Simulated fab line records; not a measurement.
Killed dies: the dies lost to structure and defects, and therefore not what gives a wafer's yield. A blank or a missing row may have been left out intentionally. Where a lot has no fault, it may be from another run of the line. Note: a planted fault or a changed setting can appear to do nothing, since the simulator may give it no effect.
fab line records -- flow n5-finfet
record: lots: 8, wafers: 24, last-day: 19
route steps=1938 shown BEOL_M4@1111 BEOL_M15@1808 PASSIVATION@1936
lots untouched by any fault: they come from a run of this same line in which no faults occurred
start-h: hours from the record's opening day to when the first of the lot's shown wafers began -- wait-h: time in hours since the lot's previous step -- " repeats the value in the row above -- L1.1+2: a row that stands for several wafers -- - either no value or no given start -- * or withheld: withheld -- < > ~ a bound
route shown NAME@n: NAME is a module with steps in the file, n the number in the route of the first one -- usual: mean and standard deviation over wafers with no fault -- same: alike in all rows -- chamber/n: place in a boat -- sites: per-site readings -- _std_site: the values' standard deviation -- _edge_site: mean of outer sites minus mean of inner sites -- radius-mm: for every site, how far away it sits from the centre of the wafer -- mask NAME#n: copy n -- behind: tool/chamber where the wafer was last shaped -- hold: what put the lot on hold/how long, in hours/how the hold closed -- device: whichever transistor did not switch (one of n, p or np) -- end of line: tests of these same wafers at the route's end -- step lacking rows: just its recipe -- killed: at the first sort, the dies lost to defects and structure; wafer yield is something else -- map: per-die view of a wafer (x killed, . not killed, _ where there is no die)
set.NAME: the setting as run; set.NAME@STEP: as run at that earlier step -- model.NAME: the simulator's own value behind a step, which no gauge read
steps of the route over a sample of lots; a table a step, a row a wafer
services: when a tool's chamber went out of use (start-h, in hours from the record's first day, below 0 if earlier), for how many hours, and the reason
== steps ==
step: N5_BEOL_M4_RC_MEAS_101
usual: DIBL_N: 36.1/1.3, DIBL_P: 36.1/1.7, IOFF_N: 0.154/0.022, IOFF_P: 0.201/0.024, ION_N: 675/8.9, ION_P: 462/5.9, SS_N: 71.5/0.49, SS_P: 73.3/0.58, VT_N: 250.0/2.7, VT_P: -251.3/2.7
lot.wafer,tool,chamber,start-h,wait-h,DIBL_N[mV/V],DIBL_P[mV/V],IOFF_N[nA/um],IOFF_P[nA/um],ION_N[uA/um],ION_P[uA/um],SS_N[mV/dec],SS_P[mV/dec],VT_N[mV],VT_P[mV]
L813.2,prober-01,0,170.57,0.2,36.8,37.7,0.168,0.185,678,452,72.2,73.7,250.7,-254.7
L813.4,prober-01,0,170.57,0.2,36.0,36.4,0.146,0.172,662,452,71.3,73.7,251.7,-253.2
L813.5,prober-01,0,170.57,0.2,37.6,38.3,0.165,0.184,676,448,72.1,73.5,250.3,-254.9
L815.1,prober-01,0,187.55,0.0,36.1,37.1,0.179,0.224,685,463,71.1,73.4,247.2,-246.5
L815.3,prober-01,0,187.55,0.0,35.2,35.6,0.158,0.199,682,461,71.2,73.2,248.8,-250.6
L815.5,prober-01,0,187.55,0.0,34.5,35.4,0.144,0.200,669,465,71.1,73.5,252.7,-250.5
L822.3,prober-02,0,259.86,0.3,36.7,37.2,0.167,0.223,682,467,71.5,73.8,245.8,-248.0
L822.4,prober-02,0,259.86,0.3,34.8,33.9,0.126,0.174,671,460,70.7,72.4,251.2,-251.6
L822.6,prober-02,0,259.86,0.3,35.8,36.8,0.159,0.221,686,473,71.5,73.1,247.0,-249.2
L825.1,prober-02,0,261.64,0.0,36.6,35.2,0.166,0.215,678,455,71.7,73.0,246.1,-251.5
L825.3,prober-02,0,261.64,0.0,36.9,35.6,0.167,0.219,681,465,71.5,73.0,246.6,-250.9
L825.5,prober-02,0,261.64,0.0,36.5,35.4,0.162,0.207,685,461,71.4,73.1,246.0,-250.9
L826.3,prober-02,0,267.70,0.3,36.6,36.4,0.151,0.210,669,463,71.4,73.1,252.1,-252.0
L826.5,prober-02,0,267.70,0.3,36.5,36.1,0.146,0.202,671,459,71.2,73.2,249.7,-251.8
L826.6,prober-02,0,267.70,0.3,36.6,36.7,0.154,0.210,680,464,71.6,72.8,247.6,-253.2
L832.1,prober-01,0,293.85,0.0,36.3,37.0,0.169,0.199,683,464,71.6,73.0,247.2,-252.2
L832.2,prober-01,0,293.85,0.0,36.2,36.7,0.165,0.196,672,453,71.1,73.2,248.2,-250.7
L832.5,prober-01,0,293.85,0.0,37.9,38.0,0.194,0.216,690,465,71.3,73.8,245.6,-248.9
L833.1,prober-02,0,319.48,0.0,38.7,39.5,0.196,0.268,696,478,72.4,73.9,244.5,-245.7
L833.5,prober-02,0,319.48,0.0,37.4,38.0,0.174,0.247,681,470,72.2,73.6,245.3,-248.8
L833.6,prober-02,0,319.48,0.0,36.1,36.4,0.147,0.211,670,464,71.9,73.0,251.1,-247.4
L834.2,prober-01,0,322.61,0.2,35.0,35.5,0.129,0.156,667,456,71.1,73.3,251.5,-255.6
L834.5,prober-01,0,322.61,0.2,35.0,36.1,0.136,0.168,678,460,71.8,72.9,249.9,-253.4
L834.6,prober-01,0,322.61,0.2,35.9,36.4,0.141,0.169,677,462,72.3,73.3,250.5,-256.6
step: N5_BEOL_M15_ETCH_61
recipe: chemistry: N2/H2, target: BARC, target-depth-a: 890, overetch-a: 267, time-s: 67.9, ion-energy-ev: 200, pressure-mtorr: 30, source-w: 840, bias-w: 150, n2-flow-sccm: 200, h2-flow-sccm: 200
usual: bias-w: 150.0/0.45, drypump-motor-current-A: 5.8/0.39, oes-product-au: 0.64/0.059, rf-vpp-V: 524.2/2.2, showerhead-plenum-p-Torr: 2.56/0.073, throttle-valve-pct: 17.97/0.17
lot.wafer,tool,chamber,start-h,wait-h,bias-w,drypump-motor-current-A,oes-product-au,rf-hours-counter-h,rf-vpp-V,showerhead-plenum-p-Torr,throttle-valve-pct
L813.2,rie-diel-03,2,255.69,0.0,149.9,5.5,0.62,201,522.6,2.52,17.77
L813.4,rie-diel-03,0,255.69,0.0,149.9,6.3,0.62,227,523.2,2.50,17.92
L813.5,rie-diel-03,3,255.69,0.0,149.3,5.6,0.59,-,525.8,2.51,18.03
L815.1,rie-diel-03,0,285.00,0.0,150.5,6.3,0.61,234,524.4,2.50,17.95
L815.3,rie-diel-03,3,285.00,0.0,150.3,5.6,0.58,239,524.1,2.51,18.05
L815.5,rie-diel-03,1,285.00,0.0,150.6,6.1,0.70,-,521.5,2.48,17.89
L822.3,rie-diel-05,1,350.41,0.0,149.3,5.8,0.59,217,527.1,2.62,18.02
L822.4,rie-diel-05,3,350.41,0.0,150.3,5.7,0.67,104,526.6,2.68,18.00
L822.6,rie-diel-05,3,350.41,0.0,150.0,5.7,0.67,-,529.0,2.68,17.99
L825.1,rie-diel-04,3,350.62,0.0,150.9,6.4,0.59,219,521.7,2.52,17.96
L825.3,rie-diel-04,0,350.62,0.0,150.0,5.4,0.68,111,527.7,2.67,17.77
L825.5,rie-diel-04,1,350.62,0.0,150.0,6.2,0.62,-,523.1,2.52,18.19
L826.3,rie-diel-04,0,350.86,0.0,149.7,5.4,0.68,112,527.3,2.67,17.76
L826.5,rie-diel-04,0,350.86,0.0,150.3,5.5,0.67,-,525.6,2.67,17.77
L826.6,rie-diel-04,1,350.86,0.0,149.9,6.2,0.62,-,525.1,2.53,18.19
L832.1,rie-diel-03,1,382.81,0.0,149.7,6.0,0.68,98,521.8,2.46,17.93
L832.2,rie-diel-03,2,382.81,0.0,150.6,5.5,0.59,243,522.4,2.50,17.85
L832.5,rie-diel-03,1,382.81,0.0,149.8,6.0,0.68,-,521.6,2.46,17.94
L833.1,rie-diel-04,3,409.93,0.0,149.7,6.5,0.57,238,523.4,2.51,17.99
L833.5,rie-diel-04,2,409.93,0.0,150.5,6.5,0.82,-,521.7,2.50,17.59
L833.6,rie-diel-04,1,409.93,0.0,149.8,6.2,0.60,-,523.9,2.52,18.24
L834.2,rie-diel-03,2,416.61,0.0,150.3,5.4,0.59,257,521.0,2.49,17.87
L834.5,rie-diel-03,1,416.61,0.0,150.4,6.0,0.66,-,519.9,2.46,17.97
L834.6,rie-diel-03,3,416.61,0.0,150.0,5.6,0.78,-,522.1,2.49,17.71
step: N5_BEOL_M15_STRIP_36
recipe: chemistry: O2, power-w: 600, temp-c: 60, pressure-mtorr: 30, rf-frequency-hz: 6e+07, bias-power-w: 0, overash-fraction: 0.3, o2-flow-sccm: 225
usual: drypump-motor-current-A: 5.9/0.41, oes-product-au: 0.75/0.073, rf-vpp-V: 3.7/0.91, showerhead-plenum-p-Torr: 2.10/0.056, temp-c: 59.99/0.11, throttle-valve-pct: 16.73/0.15
same: overash-fraction: 0.3
lot.wafer,tool,chamber,start-h,wait-h,drypump-motor-current-A,oes-product-au,rf-hours-counter-h,rf-vpp-V,showerhead-plenum-p-Torr,temp-c,throttle-valve-pct
L813.2,rie-diel-03,3,256.17,0.2,5.6,0.68,232,3.2,2.07,60.11,16.86
L813.4,rie-diel-03,2,256.17,0.2,5.4,0.72,202,4.7,2.08,60.13,16.58
L813.5,rie-diel-03,3,256.17,0.2,5.6,0.67,-,4.1,2.07,60.12,16.84
L815.1,rie-diel-03,1,288.33,3.1,6.1,0.85,65,2.3,2.05,59.79,16.62
L815.3,rie-diel-03,2,288.33,3.1,5.5,0.72,210,3.7,2.08,60.12,16.61
L815.5,rie-diel-03,2,288.33,3.1,5.5,0.72,-,4.4,2.08,60.08,16.62
L822.3,rie-diel-03,2,350.87,0.2,5.5,0.71,231,2.4,2.07,60.07,16.63
L822.4,rie-diel-03,0,350.87,0.2,6.4,0.70,-,3.6,2.05,59.97,16.78
L822.6,rie-diel-03,1,350.87,0.2,6.1,0.81,-,3.9,2.04,59.93,16.59
L825.1,rie-diel-05,0,350.95,0.1,5.2,0.74,139,2.6,2.09,59.96,16.90
L825.3,rie-diel-05,2,350.95,0.1,5.7,0.70,250,4.6,2.14,59.99,17.02
L825.5,rie-diel-05,3,350.95,0.1,5.7,0.79,-,3.6,2.20,59.93,16.72
L826.3,rie-diel-03,2,353.53,2.4,5.4,0.70,232,4.1,2.07,59.79,16.64
L826.5,rie-diel-03,1,353.53,2.4,6.0,0.81,-,3.7,2.04,59.90,16.64
L826.6,rie-diel-03,2,353.53,2.4,5.5,0.70,-,4.4,2.07,59.94,16.66
L832.1,rie-diel-03,2,384.16,1.1,5.4,0.71,244,3.9,2.07,60.11,16.67
L832.2,rie-diel-03,1,384.16,1.1,6.0,0.80,99,4.6,2.03,60.28,16.61
L832.5,rie-diel-03,1,384.16,1.1,6.0,0.79,-,3.3,2.03,60.01,16.63
L833.1,rie-diel-04,2,412.06,1.9,6.5,0.96,10,4.1,2.06,59.84,16.29
L833.5,rie-diel-04,3,412.06,1.9,6.4,0.65,-,3.3,2.07,60.01,16.80
L833.6,rie-diel-04,2,412.06,1.9,6.5,0.97,-,5.2,2.06,60.00,16.28
L834.2,rie-diel-04,3,420.66,3.8,6.5,0.66,240,4.2,2.07,60.07,16.81
L834.5,rie-diel-04,3,420.66,3.8,6.5,0.66,-,4.9,2.07,60.03,16.80
L834.6,rie-diel-04,0,420.66,3.8,5.4,0.77,-,2.9,2.20,60.01,16.65
step: N5_BEOL_M15_SPUTTER_44
recipe: material: Ta, target-thk-a: 150, temp-c: 50, bias-v: 80, power-w: 15000, chamber-pressure-pa: 0.07, time-s: 24.19
usual: throttle-valve-pct: 29.5/0.96
lot.wafer,tool,chamber,start-h,wait-h,throttle-valve-pct
L813.2,pvd-sputter-03,-,256.68,0.0,29.5
L813.4,pvd-sputter-03,-,256.68,0.0,32.0
L813.5,pvd-sputter-03,-,256.68,0.0,29.6
L815.1,pvd-sputter-02,-,289.34,0.0,29.7
L815.3,pvd-sputter-02,-,289.34,0.0,27.8
L815.5,pvd-sputter-02,-,289.34,0.0,27.9
L822.3,pvd-sputter-03,-,351.78,0.0,29.6
L822.4,pvd-sputter-03,-,351.78,0.0,29.6
L822.6,pvd-sputter-03,-,351.78,0.0,29.8
L825.1,pvd-sputter-02,-,351.85,0.0,27.8
L825.3,pvd-sputter-02,-,351.85,0.0,28.6
L825.5,pvd-sputter-02,-,351.85,0.0,28.7
L826.3,pvd-sputter-02,-,354.31,0.0,27.9
L826.5,pvd-sputter-02,-,354.31,0.0,29.7
L826.6,pvd-sputter-02,-,354.31,0.0,28.8
L832.1,pvd-sputter-02,-,384.90,0.0,28.1
L832.2,pvd-sputter-02,-,384.90,0.0,28.6
L832.5,pvd-sputter-02,-,384.90,0.0,30.0
L833.1,pvd-sputter-01,-,412.94,0.0,29.6
L833.5,pvd-sputter-01,-,412.94,0.0,29.6
L833.6,pvd-sputter-01,-,412.94,0.0,30.0
L834.2,pvd-sputter-02,-,421.42,0.0,30.2
L834.5,pvd-sputter-02,-,421.42,0.0,28.5
L834.6,pvd-sputter-02,-,421.42,0.0,29.8
step: N5_BEOL_M15_CMP_49
recipe: stop-on: SiO2, t-overpolish-s: 4.9, down-force-psi: 2, platen-rpm: 80, clearing-platen-down-force-psi: 2, clearing-platen-rpm: 80, post-cmp-clean: cu-alkaline, target-thk-nm: 850, clearing-platen-pad-velocity-m-s: 1.5917, pad-velocity-m-s: 1.5917
usual: barrier-field-endpoint-s: 11.28/0.25, clearing-platen-down-force-psi: 2.000/0.0041, motor-current-A: 8.3/0.68, overpolish-run-s: 4.900/0.0086, pad-life-wafers: 1250/680
lot.wafer,tool,chamber,start-h,wait-h,barrier-field-endpoint-s,clearing-platen-down-force-psi,motor-current-A,overpolish-run-s,pad-life-wafers
L813.4,cmp-01,3,257.55,0.2,11.44,1.999,8.1,4.909,229
L813.2,cmp-01,0,257.55,0.2,11.48,1.998,8.3,4.913,230
L813.5,cmp-01,3,257.55,0.2,11.49,1.997,7.8,4.898,-
L815.1,cmp-01,3,300.84,0.3,11.42,2.000,7.7,4.894,673
L815.3,cmp-01,0,300.84,0.3,11.76,2.002,8.6,4.904,674
L815.5,cmp-01,3,300.84,0.3,11.59,2.002,7.7,4.910,-
L822.4,cmp-01,0,352.52,0.1,-,-,-,-,-
L822.3,cmp-01,3,352.52,0.1,-,-,-,-,-
L822.6,cmp-01,0,352.52,0.1,-,-,-,-,-
L825.1,cmp-02,0,353.00,0.3,-,-,-,-,-
L825.3,cmp-02,1,353.00,0.3,-,-,-,-,-
L825.5,cmp-02,3,353.00,0.3,-,-,-,-,-
L826.3,cmp-02,2,355.10,0.2,-,-,-,-,-
L826.5,cmp-02,1,355.10,0.2,-,-,-,-,-
L826.6,cmp-02,2,355.10,0.2,-,-,-,-,-
L832.2,cmp-01,3,385.90,0.2,11.17,1.993,8.1,4.898,1380
L832.1,cmp-01,1,385.90,0.2,11.32,1.995,7.8,4.914,1382
L832.5,cmp-01,0,385.90,0.2,11.16,2.003,8.7,4.906,-
L833.1,cmp-01,1,413.69,0.3,11.00,2.001,8.1,4.895,1620
L833.5,cmp-01,1,413.69,0.3,11.11,1.995,8.1,4.890,-
L833.6,cmp-01,2,413.69,0.3,11.26,2.003,8.8,4.904,-
L834.2,cmp-01,0,422.42,0.5,11.45,2.005,8.4,4.888,1712
L834.5,cmp-01,2,422.42,0.5,11.46,2.001,8.9,4.898,-
L834.6,cmp-01,3,422.42,0.5,11.20,1.994,7.7,4.905,-
step: N5_BEOL_M15_THK_MEAS_50
recipe: thk-meas-gauge: xrf, reads: Cu_of_BEOL_M15_ECD_47
usual: M15_THK: 849/15
lot.wafer,tool,chamber,start-h,wait-h,M15_THK[nm]
L813.2,film-metro-02,-,257.80,-,877
L813.4,film-metro-02,-,257.80,-,867
L813.5,film-metro-02,-,257.80,-,860
L815.1,film-metro-02,-,301.09,-,837
L815.3,film-metro-02,-,301.09,-,848
L815.5,film-metro-02,-,301.09,-,862
L822.3,film-metro-01,-,352.81,0.1,1841
L822.4,film-metro-01,-,352.81,0.1,1845
L822.6,film-metro-01,-,352.81,0.1,1851
L825.1,film-metro-02,-,353.26,0.2,1888
L825.3,film-metro-02,-,353.26,0.2,1880
L825.5,film-metro-02,-,353.26,0.2,1859
L826.3,film-metro-01,-,355.36,0.2,1860
L826.5,film-metro-01,-,355.36,0.2,1831
L826.6,film-metro-01,-,355.36,0.2,1863
L832.1,film-metro-01,-,386.19,-,857
L832.2,film-metro-01,-,386.19,-,857
L832.5,film-metro-01,-,386.19,-,852
L833.1,film-metro-02,-,413.99,-,824
L833.5,film-metro-02,-,413.99,-,852
L833.6,film-metro-02,-,413.99,-,835
L834.2,film-metro-02,-,422.64,-,863
L834.5,film-metro-02,-,422.64,-,882
L834.6,film-metro-02,-,422.64,-,863
step: N5_BEOL_M15_RS_MEAS_54
recipe: thk-meas-gauge: four-point-probe, reads: Cu_of_BEOL_M15_ECD_47+Ta_of_BEOL_M15_SPUTTER_44+TaN_of_BEOL_M15_SPUTTER_43
usual: M15_RS: 0.0216/0.00035
lot.wafer,tool,chamber,start-h,wait-h,M15_RS[ohm/sq]
L813.2,film-metro-01,-,257.93,0.1,0.0211
L813.4,film-metro-01,-,257.93,0.1,0.0213
L813.5,film-metro-01,-,257.93,0.1,0.0214
L815.1,film-metro-01,-,301.22,0.0,0.0219
L815.3,film-metro-01,-,301.22,0.0,0.0217
L815.5,film-metro-01,-,301.22,0.0,0.0213
L822.3,film-metro-01,-,352.94,0.1,0.0093
L822.4,film-metro-01,-,352.94,0.1,0.0094
L822.6,film-metro-01,-,352.94,0.1,0.0093
L825.1,film-metro-02,-,353.42,0.1,0.0091
L825.3,film-metro-02,-,353.42,0.1,0.0091
L825.5,film-metro-02,-,353.42,0.1,0.0092
L826.3,film-metro-02,-,355.49,0.1,0.0092
L826.5,film-metro-02,-,355.49,0.1,0.0093
L826.6,film-metro-02,-,355.49,0.1,0.0092
L832.1,film-metro-02,-,386.35,0.1,0.0213
L832.2,film-metro-02,-,386.35,0.1,0.0215
L832.5,film-metro-02,-,386.35,0.1,0.0213
L833.1,film-metro-02,-,414.15,0.1,0.0221
L833.5,film-metro-02,-,414.15,0.1,0.0215
L833.6,film-metro-02,-,414.15,0.1,0.0219
L834.2,film-metro-02,-,422.77,0.1,0.0215
L834.5,film-metro-02,-,422.77,0.1,0.0211
L834.6,film-metro-02,-,422.77,0.1,0.0216
step: N5_BEOL_M15_INSPECT_55
recipe: inspect-instrument: darkfield, mode: post-dep
usual: raw-defect-count: 69/24
lot.wafer,tool,chamber,start-h,wait-h,raw-defect-count
L813.2,defect-inspect-02,-,257.96,0.0,96
L813.4,defect-inspect-02,-,257.96,0.0,100
L813.5,defect-inspect-02,-,257.96,0.0,87
L815.1,defect-inspect-01,-,301.25,0.0,49
L815.3,defect-inspect-01,-,301.25,0.0,51
L815.5,defect-inspect-01,-,301.25,0.0,31
L822.3,defect-inspect-02,-,352.97,0.0,6371
L822.4,defect-inspect-02,-,352.97,0.0,6446
L822.6,defect-inspect-02,-,352.97,0.0,6499
L825.1,defect-inspect-01,-,353.44,0.0,6279
L825.3,defect-inspect-01,-,353.44,0.0,6486
L825.5,defect-inspect-01,-,353.44,0.0,6376
L826.3,defect-inspect-02,-,355.51,0.0,6429
L826.5,defect-inspect-02,-,355.51,0.0,6462
L826.6,defect-inspect-02,-,355.51,0.0,6341
L832.1,defect-inspect-02,-,386.38,0.0,113
L832.2,defect-inspect-02,-,386.38,0.0,104
L832.5,defect-inspect-02,-,386.38,0.0,89
L833.1,defect-inspect-02,-,414.17,0.0,50
L833.5,defect-inspect-02,-,414.17,0.0,82
L833.6,defect-inspect-02,-,414.17,0.0,65
L834.2,defect-inspect-02,-,422.79,0.0,97
L834.5,defect-inspect-02,-,422.79,0.0,73
L834.6,defect-inspect-02,-,422.79,0.0,54
step: N5_PASSIVATION_PROBE_49
usual: defect-limited-yield: 90.9/1.3, killed_at_M0_to_M3: 35/10, killed_at_M4_up: 15/5.7, killed-at-contacts: 14/6.4, killed-at-front-end: 40/11, killed-at-other: 4/3.1, killed-dies: 108/16, killed-on-rim: 14/3.6, killed-open: 71/11, killed-short: 34/7.7, sort_bin_5_function: 5.4/0.9, sort_bin_6_memory: 3.4/0.61, sort-n-pass: 1072/16, sort-yield-pct: 90.9/1.3
same: gross-dies: 1180, killed-at-back-side: 0, sort_bin_4_leakage[%]: 0, sort_bin_8_speed[%]: 0
lot.wafer,tool,chamber,start-h,wait-h,defect-limited-yield[%],killed_at_M0_to_M3,killed_at_M4_up,killed-at-contacts,killed-at-front-end,killed-at-other,killed-dies,killed-on-rim,killed-open,killed-short,sort_bin_5_function[%],sort_bin_6_memory[%],sort-n-pass,sort-yield-pct[%]
L822.3,prober-02,-,370.63,0.1,0,25,1110,10,28,7,1180,152,48,33,4.1,2.0,0,0
L822.4,prober-02,-,370.68,0.2,0,29,1110,5,33,3,1180,152,65,30,4.6,3.1,0,0
L822.6,prober-02,-,370.78,0.3,0,24,1074,21,38,23,1180,152,85,41,6.6,3.9,0,0
L825.1,prober-02,-,373.08,0.0,0,40,1090,19,28,3,1180,152,70,30,5.5,2.8,0,0
L825.3,prober-02,-,373.18,0.1,0,22,1110,10,32,6,1180,152,56,21,3.3,3.1,0,0
L825.5,prober-02,-,373.28,0.2,0,28,1108,10,31,3,1180,152,72,27,4.5,3.6,0,0
L826.3,prober-01,-,375.15,0.1,0,28,1120,9,20,3,1180,152,48,26,3.8,2.3,0,0
L826.5,prober-01,-,375.25,0.2,0,43,1094,12,27,4,1180,152,68,29,4.1,4.0,0,0
L826.6,prober-01,-,375.30,0.3,0,34,1093,20,32,1,1180,152,76,26,5.9,2.7,0,0
L832.1,prober-02,-,404.36,0.0,92.7,24,10,15,33,4,86,11,53,32,4.7,2.3,1094,92.7
L832.2,prober-02,-,404.41,0.1,90.9,35,12,19,38,3,107,12,63,42,5.2,3.4,1073,90.9
L832.5,prober-02,-,404.56,0.2,90.3,37,11,13,50,4,115,13,69,38,5.7,3.1,1065,90.3
L834.2,prober-01,-,447.36,0.1,90.4,39,24,16,33,1,113,13,82,29,5.9,3.3,1067,90.4
L834.5,prober-01,-,447.51,0.2,93.0,23,8,15,36,1,83,9,57,26,3.9,2.6,1097,93.0
L834.6,prober-01,-,447.56,0.3,90.3,46,12,16,40,0,114,16,72,41,5.0,4.3,1066,90.3
killed by level:class
L822.3 BEOL_M15:area-cmp=1099 MOL_CONTACT_COAG:geometric-particle:open=9 BEOL_M0_SAQP:geometric-particle:short=7 BEOL_M3:geometric-particle:open=6 FIN_SAQP:geometric-particle:open=5 BEOL_M1:geometric-particle:short=4 BEOL_M4:geometric-particle:open=4 FIN_SAQP:geometric-particle:short=3
L822.4 BEOL_M15:area-cmp=1085 BEOL_M4:geometric-particle:open=8 FIN_SAQP:geometric-particle:open=7 BEOL_M3:geometric-particle:open=7 BEOL_M1:geometric-particle:open=6 BEOL_M4:geometric-particle:short=6 BEOL_M0_SAQP:geometric-particle:open=5 BEOL_M2:geometric-particle:open=5
L822.6 BEOL_M15:area-cmp=1052 MOL_CONTACT_COAG:geometric-particle:open=16 PASS1_CAP:geometric-particle:open=13 BEOL_M4:geometric-particle:open=11 FIN_SAQP:geometric-particle:open=9 PASS1_CAP:geometric-particle:short=8 BEOL_M0_SAQP:geometric-particle:short=7 STI_FIN_REVEAL:geometric-particle:open=6
L825.1 BEOL_M15:area-cmp=1080 MOL_CONTACT_COAG:geometric-particle:open=12 BEOL_M1:geometric-particle:open=11 BEOL_M0_SAQP:geometric-particle:open=8 MOL_CONTACT_COAG:geometric-particle:short=7 FIN_SAQP:geometric-particle:open=6 STI_FIN_REVEAL:geometric-particle:open=5 BEOL_M0_SAQP:geometric-particle:short=5
L825.3 BEOL_M15:area-cmp=1102 MOL_CONTACT_COAG:geometric-particle:open=9 FIN_SAQP:geometric-particle:open=8 FIN_SAQP:geometric-particle:short=7 STI_FIN_REVEAL:geometric-particle:open=7 BEOL_M1:geometric-particle:open=7 BEOL_M2:geometric-particle:open=4 BEOL_M0_SAQP:geometric-particle:open=3
L825.5 BEOL_M15:area-cmp=1081 BEOL_M4:geometric-particle:open=15 BEOL_M3:geometric-particle:open=11 MOL_CONTACT_COAG:geometric-particle:open=9 FIN_SAQP:geometric-particle:short=8 DUMMY_GATE:geometric-particle:open=8 BEOL_M1:geometric-particle:open=7 FIN_SAQP:geometric-particle:open=5
L826.3 BEOL_M15:area-cmp=1106 BEOL_M2:geometric-particle:open=9 MOL_CONTACT_COAG:geometric-particle:open=8 BEOL_M1:geometric-particle:open=5 STI_FIN_REVEAL:geometric-particle:open=4 BEOL_M0_SAQP:geometric-particle:open=4 BEOL_M3:geometric-particle:open=4 STARTING-WAFER:geometric-particle:short=4
L826.5 BEOL_M15:area-cmp=1083 MOL_CONTACT_COAG:geometric-particle:open=11 BEOL_M1:geometric-particle:open=9 BEOL_M2:geometric-particle:open=9 BEOL_M3:geometric-particle:open=8 STI_FIN_REVEAL:geometric-particle:open=7 BEOL_M0_SAQP:geometric-particle:short=6 DUMMY_GATE:geometric-particle:open=5
L826.6 BEOL_M15:area-cmp=1077 MOL_CONTACT_COAG:geometric-particle:open=15 STI_FIN_REVEAL:geometric-particle:open=10 BEOL_M4:geometric-particle:open=9 BEOL_M1:geometric-particle:open=7 BEOL_M2:geometric-particle:open=7 BEOL_M3:geometric-particle:open=7 FIN_SAQP:geometric-particle:short=6
L832.1 MOL_CONTACT_COAG:geometric-particle:open=12 GATE_CUT:geometric-particle:short=8 BEOL_M0:geometric-particle:open=7 FIN_SAQP:geometric-particle:open=6 BEOL_M0_SAQP:geometric-particle:short=6 FIN_SAQP:geometric-particle:short=4 DUMMY_GATE:geometric-particle:open=4 GATE_CUT:geometric-particle:open=3
L832.2 MOL_CONTACT_COAG:geometric-particle:open=16 FIN_SAQP:geometric-particle:short=13 BEOL_M0_SAQP:geometric-particle:short=9 BEOL_M1:geometric-particle:open=8 BEOL_M0_SAQP:geometric-particle:open=8 GATE_CUT:geometric-particle:short=7 BEOL_M0:geometric-particle:open=5 FIN_SAQP:geometric-particle:open=4
L832.5 MOL_CONTACT_COAG:geometric-particle:open=12 FIN_SAQP:geometric-particle:short=10 GATE_CUT:geometric-particle:short=9 BEOL_M1:geometric-particle:open=8 STI_FIN_REVEAL:geometric-particle:open=7 DUMMY_GATE:geometric-particle:open=7 BEOL_M0_SAQP:geometric-particle:open=6 BEOL_M0_SAQP:geometric-particle:short=6
L834.2 BEOL_M0_SAQP:geometric-particle:open=14 MOL_CONTACT_COAG:geometric-particle:open=13 BEOL_M4:geometric-particle:open=13 DUMMY_GATE:geometric-particle:open=9 BEOL_M3:geometric-particle:open=6 BEOL_M0:geometric-particle:open=6 FIN_SAQP:geometric-particle:open=5 BEOL_M0_SAQP:geometric-particle:short=4
L834.5 FIN_SAQP:geometric-particle:open=12 MOL_CONTACT_COAG:geometric-particle:open=11 BEOL_M0_SAQP:geometric-particle:open=8 BEOL_M3:geometric-particle:open=8 FIN_SAQP:geometric-particle:short=5 MOL_CONTACT_COAG:geometric-particle:short=4 BEOL_M4:geometric-particle:open=4 STARTING-WAFER:geometric-particle:open=4
L834.6 BEOL_M0_SAQP:geometric-particle:short=18 FIN_SAQP:geometric-particle:open=16 BEOL_M0_SAQP:geometric-particle:open=13 MOL_CONTACT_COAG:geometric-particle:open=12 FIN_SAQP:geometric-particle:short=7 BEOL_M0:geometric-particle:open=7 DUMMY_GATE:geometric-particle:open=4 BEOL_M3:geometric-particle:open=4
== services ==
tool,chamber,start-h,hours,kind
rie-diel-03,1,235.73,2.8,repair
cmp-01,-,241.36,0.4,repair
cmp-02,-,241.38,6.9,pm
cmp-01,-,248.38,7.0,repair
rie-diel-03,-,252.66,2.8,pm
cmp-02,-,256.49,35.2,repair
rie-diel-04,3,264.39,11.2,repair
rie-diel-04,0,290.08,9.8,repair
rie-diel-03,3,308.45,5.8,repair
rie-diel-05,2,328.85,3.0,repair
rie-diel-03,3,334.88,-,clean
rie-diel-03,3,334.88,-,consumable-replace:esc
cmp-02,-,337.23,1.5,repair
rie-diel-05,1,340.18,4.2,repair
cmp-02,-,350.18,0.4,repair
cmp-01,-,350.53,0.4,repair
rie-diel-03,0,355.67,52.1,repair
cmp-02,-,372.34,0.5,repair
cmp-02,-,385.86,4.0,pm
cmp-01,-,388.20,2.8,pm
pvd-sputter-02,-,391.44,2.1,repair
cmp-02,-,407.08,1.2,repair
cmp-02,-,409.63,0.4,repair
cmp-02,-,421.55,0.8,repair
== key ==
first-sign: step: N5_BEOL_M15_CMP_49, reading: tool-record, direction: missing
effect: step: N5_BEOL_M15_THK_MEAS_50, reading: M15_THK, direction: up, sigmas: 65, usual: 849, struck: 1858
effect: step: N5_BEOL_M15_RS_MEAS_54, reading: M15_RS, direction: down, sigmas: 36, usual: 0.0216, struck: 0.0092
effect: step: N5_BEOL_M15_INSPECT_55, reading: raw-defect-count, direction: up, sigmas: 99+, usual: 69, struck: 6410
effect: step: N5_PASSIVATION_PROBE_49, reading: killed_at_M4_up, direction: up, sigmas: 99+, usual: 15, struck: 1101
more-kills-born-at: N5_BEOL_M15_CMP_49@cmp-02: 6529, N5_BEOL_M15_CMP_49@cmp-01: 3236
met-at N5_BEOL_M15_CMP_49
struck-lots L822,L825,L826
later-rows-left-out L822.3,L822.4,L822.6,L825.1,L825.3,L825.5,L826.3,L826.5,L826.6
not-acting-at N5_BEOL_M15_ETCH_61,N5_BEOL_M15_STRIP_36,N5_BEOL_M15_SPUTTER_44
onset-between 300.84 352.52
fault: kind: skipped-step-whole, tool: cmp-01,cmp-02, chamber: -, onset-h: 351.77, steps: N5_BEOL_M15_CMP_49, scope: struck-lots-only
later-rows-left-out: the simulator's readings of these wafers behind a module that went badly wrong aren't trusted and aren't shown, but for the sort
